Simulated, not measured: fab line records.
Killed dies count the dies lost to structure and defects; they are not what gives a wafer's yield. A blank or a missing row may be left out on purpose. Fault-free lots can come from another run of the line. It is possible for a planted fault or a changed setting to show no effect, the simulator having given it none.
Which tool did it? + flow n5 finfet + 72 wafers from 24 lots sampled at 3 of the route's 1938 steps

WHAT THE GAUGES SHOWED, per wafer
N5_BEOL_M3_INSPECT_30: inspects for defects (brightfield). Usual: raw defect count 371, standard deviation 69.
| lot  | measured     | on                | raw defect count | flag |
|------|--------------|-------------------|------------------|------|
| L074 | day 7 08:23  | defect inspect-01 | 390 316 399      |      |
| L075 | day 7 13:09  | defect inspect-02 | 378 369 475      |      |
| L076 | day 7 14:44  | defect inspect-01 | 308 415 463      |      |
| L077 | day 7 19:50  | defect inspect-01 | 461 381 350      |      |
| L078 | day 7 23:16  | defect inspect-01 | 236 253 299      |      |
| L079 | day 8 08:00  | defect inspect-02 | 384 273 308      |      |
| L080 | day 8 09:32  | defect inspect-02 | 346 449 404      |      |
| L081 | day 8 19:07  | defect inspect-01 | 492 494 351      |      |
| L082 | day 9 04:07  | defect inspect-01 | 303 396 288      |      |
| L083 | day 9 05:18  | defect inspect-01 | 314 307 357      |      |
| L084 | day 9 11:16  | defect inspect-01 | 353 266 380      |      |
| L085 | day 9 20:46  | defect inspect-01 | 315 364 286      |      |
| L086 | day 9 22:06  | defect inspect-01 | 309 448 315      |      |
| L087 | day 10 13:20 | defect inspect-01 | 302 498 328      |      |
| L088 | day 10 20:13 | defect inspect-02 | 463 399 297      |      |
| L090 | day 10 20:54 | defect inspect-01 | 305 335 308      |      |
| L089 | day 10 21:17 | defect inspect-02 | 433 340 491      |      |
| L091 | day 11 01:56 | defect inspect-01 | 325 291 368      |      |
| L092 | day 11 14:23 | defect inspect-02 | 288 280 291      |      |
| L093 | day 11 17:17 | defect inspect-02 | 346 441 375      |      |
| L094 | day 11 22:29 | defect inspect-02 | 415 527 454      |      |
| L095 | day 12 03:33 | defect inspect-02 | 388 379 341      |      |
| L096 | day 12 08:35 | defect inspect-02 | 445 412 338      |      |
| L097 | day 12 22:06 | defect inspect-02 | 419 375 361      |      |

WHICH TOOL RAN EACH LOT (tool, then ch and the chambers of the sampled wafers, then the start)
| lot  | N5_BEOL_M3_ETCH_74                 | N5_BEOL_M3_STRIP_19                |
|------|------------------------------------|------------------------------------|
| L074 | rie diel-04 ch 0,1,3, day 7 07:11  | rie diel-03 ch 0,3, day 7 07:41    |
| L075 | rie diel-03 ch 0,3, day 7 12:05    | rie diel-03 ch 0,2,3, day 7 12:40  |
| L076 | rie diel-03 ch 1,2,3, day 7 13:56  | rie diel-01 ch 0,1,3, day 7 14:16  |
| L077 | rie diel-03 ch 0,1,3, day 7 18:50  | rie diel-01 ch 1,2,3, day 7 19:13  |
| L078 | rie diel-01 ch 0,3, day 7 22:11    | rie diel-01 ch 0,1,3, day 7 22:40  |
| L079 | rie diel-04 ch 0,1,2, day 8 07:05  | rie diel-01 ch 0,2,3, day 8 07:24  |
| L080 | rie diel-03 ch 1,2,3, day 8 08:44  | rie diel-04 ch 0,3, day 8 09:04    |
| L081 | rie diel-01 ch 0,1,2, day 8 18:11  | rie diel-01 ch 1,3, day 8 18:31    |
| L082 | rie diel-03 ch 0,2, day 9 03:19    | rie diel-03 ch 0,1,2, day 9 03:38  |
| L083 | rie diel-03 ch 0,2,3, day 9 04:29  | rie diel-01 ch 0,1,3, day 9 04:49  |
| L084 | rie diel-01 ch 1,2, day 9 10:28    | rie diel-03 ch 0,3, day 9 10:47    |
| L085 | rie diel-03 ch 0,1, day 9 19:58    | rie diel-03 ch 0,1,3, day 9 20:17  |
| L086 | rie diel-01 ch 0,1,3, day 9 21:11  | rie diel-04 ch 1,2,3, day 9 21:30  |
| L087 | rie diel-01 ch 1,2,3, day 10 12:23 | rie diel-04 ch 0,2, day 10 12:44   |
| L088 | rie diel-04 ch 1,2,3, day 10 19:16 | rie diel-04 ch 1,2,3, day 10 19:36 |
| L090 | rie diel-03 ch 0,1,2, day 10 20:04 | rie diel-04 ch 0,1,3, day 10 20:24 |
| L089 | rie diel-01 ch 0,1,3, day 10 20:23 | rie diel-03 ch 0,1,2, day 10 20:49 |
| L091 | rie diel-03 ch 0,3, day 11 01:05   | rie diel-03 ch 0,2, day 11 01:28   |
| L092 | rie diel-03 ch 1,2,3, day 11 13:27 | rie diel-01 ch 1,2,3, day 11 13:47 |
| L093 | rie diel-01 ch 0,1,3, day 11 16:17 | rie diel-04 ch 1,3, day 11 16:41   |
| L094 | rie diel-04 ch 0,1,2, day 11 21:34 | rie diel-04 ch 0,1,3, day 11 21:53 |
| L095 | rie diel-01 ch 0,1,2, day 12 02:37 | rie diel-04 ch 0,1,2, day 12 02:57 |
| L096 | rie diel-03 ch 0,3, day 12 07:29   | rie diel-01 ch 1,2,3, day 12 07:54 |
| L097 | rie diel-01 ch 2,3, day 12 21:10   | rie diel-01 ch 0,1,2, day 12 21:29 |
- N5_BEOL_M3_ETCH_74: etches underlayer in N2/H2, target depth 6.5 nm, time 5.2 s.
- N5_BEOL_M3_STRIP_19: strips in O2.

WHAT THE TOOLS THEMSELVES READ (means of the sampled wafers that have a number; where no wafer has one, the mark that the record gives instead)
N5_BEOL_M3_ETCH_74. Usual: drypump motor current A 5.7 A, standard deviation 0.58; etch rf on time s 5.20 s, standard deviation 0.12; oes product au 0.68 a.u., standard deviation 0.073; rf vpp V 523.6 V, standard deviation 2.4; showerhead plenum p Torr 2.53 Torr, standard deviation 0.067; throttle valve pct 17.78 %, standard deviation 0.27.
| lot  | tool        | drypump motor current A (A) | etch rf on time s (s) | oes product au (a.u.) | rf vpp V (V) | showerhead plenum p Torr (Torr) | throttle valve pct (%) | flag |
|------|-------------|-----------------------------|-----------------------|-----------------------|--------------|---------------------------------|------------------------|------|
| L074 | rie diel-04 | 6.3                         | 5.26                  | 0.62                  | 522.8        | 2.53                            | 18.14                  |      |
| L075 | rie diel-03 | 5.4                         | 5.28                  | 0.69                  | 523.3        | 2.59                            | 17.49                  |      |
| L076 | rie diel-03 | 5.7                         | 5.20                  | 0.63                  | 523.2        | 2.52                            | 17.81                  |      |
| L077 | rie diel-03 | 5.5                         | 5.15                  | 0.67                  | 526.6        | 2.58                            | 17.61                  |      |
| L078 | rie diel-01 | 5.9                         | 5.19                  | 0.75                  | 524.2        | 2.51                            | 17.63                  |      |
| L079 | rie diel-04 | 6.0                         | 5.22                  | 0.67                  | 525.7        | 2.60                            | 18.11                  |      |
| L080 | rie diel-03 | 5.7                         | 5.23                  | 0.61                  | 523.0        | 2.52                            | 17.81                  |      |
| L081 | rie diel-01 | 5.4                         | 5.12                  | 0.73                  | 523.1        | 2.53                            | 17.76                  |      |
| L082 | rie diel-03 | 5.2                         | 5.23                  | 0.67                  | 521.9        | 2.51                            | 17.60                  |      |
| L083 | rie diel-03 | 5.6                         | 5.28                  | 0.64                  | 524.5        | 2.53                            | 17.72                  |      |
| L084 | rie diel-01 | 5.5                         | 5.14                  | 0.67                  | 521.7        | 2.51                            | 17.99                  |      |
| L085 | rie diel-03 | 5.2                         | 5.11                  | 0.67                  | 524.0        | 2.54                            | 17.65                  |      |
| L086 | rie diel-01 | 5.5                         | 5.12                  | 0.69                  | 522.8        | 2.52                            | 17.83                  |      |
| L087 | rie diel-01 | 5.9                         | 5.15                  | 0.71                  | 522.4        | 2.50                            | 17.80                  |      |
| L088 | rie diel-04 | 6.3                         | 5.29                  | 0.66                  | 523.3        | 2.52                            | 18.07                  |      |
| L090 | rie diel-03 | 5.3                         | 5.20                  | 0.64                  | 521.7        | 2.50                            | 17.74                  |      |
| L089 | rie diel-01 | 5.5                         | 5.21                  | 0.67                  | 522.4        | 2.52                            | 17.84                  |      |
| L091 | rie diel-03 | 5.8                         | 5.25                  | 0.63                  | 525.6        | 2.60                            | 17.65                  |      |
| L092 | rie diel-03 | 5.7                         | 5.27                  | 0.60                  | 522.2        | 2.51                            | 17.85                  |      |
| L093 | rie diel-01 | 5.5                         | 5.23                  | 0.67                  | 522.7        | 2.51                            | 17.87                  |      |
| L094 | rie diel-04 | 6.0                         | 5.18                  | 0.72                  | 526.4        | 2.58                            | 18.01                  |      |
| L095 | rie diel-01 | 5.4                         | 5.17                  | 0.69                  | 523.6        | 2.52                            | 17.79                  |      |
| L096 | rie diel-03 | 5.4                         | 5.12                  | 0.67                  | 525.8        | 2.58                            | 17.54                  |      |
| L097 | rie diel-01 | 6.2                         | 5.10                  | 0.75                  | 522.0        | 2.49                            | 17.63                  |      |

N5_BEOL_M3_STRIP_19. Usual: drypump motor current A 5.8 A, standard deviation 0.61; oes product au 0.81 a.u., standard deviation 0.093; rf vpp V 3.7 V, standard deviation 0.51; showerhead plenum p Torr 2.08 Torr, standard deviation 0.054; throttle valve pct 16.6 %, standard deviation 0.31.
| lot  | tool        | drypump motor current A (A) | oes product au (a.u.) | rf vpp V (V) | showerhead plenum p Torr (Torr) | throttle valve pct (%) | flag |
|------|-------------|-----------------------------|-----------------------|--------------|---------------------------------|------------------------|------|
| L074 | rie diel-03 | 5.4                         | 0.83                  | 3.6          | 2.15                            | 16.4                   |      |
| L075 | rie diel-03 | 5.6                         | 0.76                  | 3.4          | 2.11                            | 16.6                   |      |
| L076 | rie diel-01 | 5.5                         | 0.83                  | 3.7          | 2.08                            | 16.6                   |      |
| L077 | rie diel-01 | 5.9                         | 0.86                  | 4.3          | 2.05                            | 16.5                   |      |
| L078 | rie diel-01 | 5.4                         | 0.83                  | 4.0          | 2.08                            | 16.6                   |      |
| L079 | rie diel-01 | 5.7                         | 0.92                  | 3.4          | 2.07                            | 16.3                   |      |
| L080 | rie diel-04 | 6.3                         | 0.70                  | 3.9          | 2.05                            | 17.1                   |      |
| L081 | rie diel-01 | 6.0                         | 0.82                  | 4.0          | 2.05                            | 16.7                   |      |
| L082 | rie diel-03 | 5.3                         | 0.77                  | 3.8          | 2.06                            | 16.6                   |      |
| L083 | rie diel-01 | 5.5                         | 0.82                  | 3.8          | 2.08                            | 16.6                   |      |
| L084 | rie diel-03 | 5.4                         | 0.81                  | 3.6          | 2.14                            | 16.5                   |      |
| L085 | rie diel-03 | 5.5                         | 0.77                  | 3.5          | 2.12                            | 16.5                   |      |
| L086 | rie diel-04 | 6.3                         | 0.79                  | 3.8          | 2.09                            | 16.9                   |      |
| L087 | rie diel-04 | 5.7                         | 0.92                  | 3.6          | 2.15                            | 16.8                   |      |
| L088 | rie diel-04 | 6.3                         | 0.78                  | 3.5          | 2.09                            | 16.9                   |      |
| L090 | rie diel-04 | 6.3                         | 0.81                  | 3.4          | 2.09                            | 16.9                   |      |
| L089 | rie diel-03 | 5.3                         | 0.75                  | 3.7          | 2.06                            | 16.6                   |      |
| L091 | rie diel-03 | 5.3                         | 0.73                  | 3.7          | 2.04                            | 16.8                   |      |
| L092 | rie diel-01 | 5.9                         | 0.81                  | 3.6          | 2.04                            | 16.5                   |      |
| L093 | rie diel-04 | 6.5                         | 0.75                  | 3.5          | 2.07                            | 16.8                   |      |
| L094 | rie diel-04 | 6.3                         | 0.80                  | 3.6          | 2.08                            | 16.9                   |      |
| L095 | rie diel-04 | 6.0                         | 0.85                  | 3.9          | 2.13                            | 16.8                   |      |
| L096 | rie diel-01 | 5.9                         | 0.81                  | 4.3          | 2.04                            | 16.6                   |      |
| L097 | rie diel-01 | 5.3                         | 0.81                  | 3.9          | 2.06                            | 16.6                   |      |

THE ANSWER, worked out from the rows above alone
Rule: a lot is off if the mean of its wafers that have a number lies more than 3 standard deviations from the usual mean. A lot without any number at a reading at which 4 lots or more have one is off too. All remaining lots with rows at the step are treated as sound. Order of review: gauges by route order, followed by the tools' own readings, for which a lot's mean as printed above is used. At the first step where some lot is off, the reading lying furthest off is the one used; lots without a number count as furthest.
None of the lots is off at any reading shown; this tells nothing.

WHAT THE SIMULATOR HAD INSERTED
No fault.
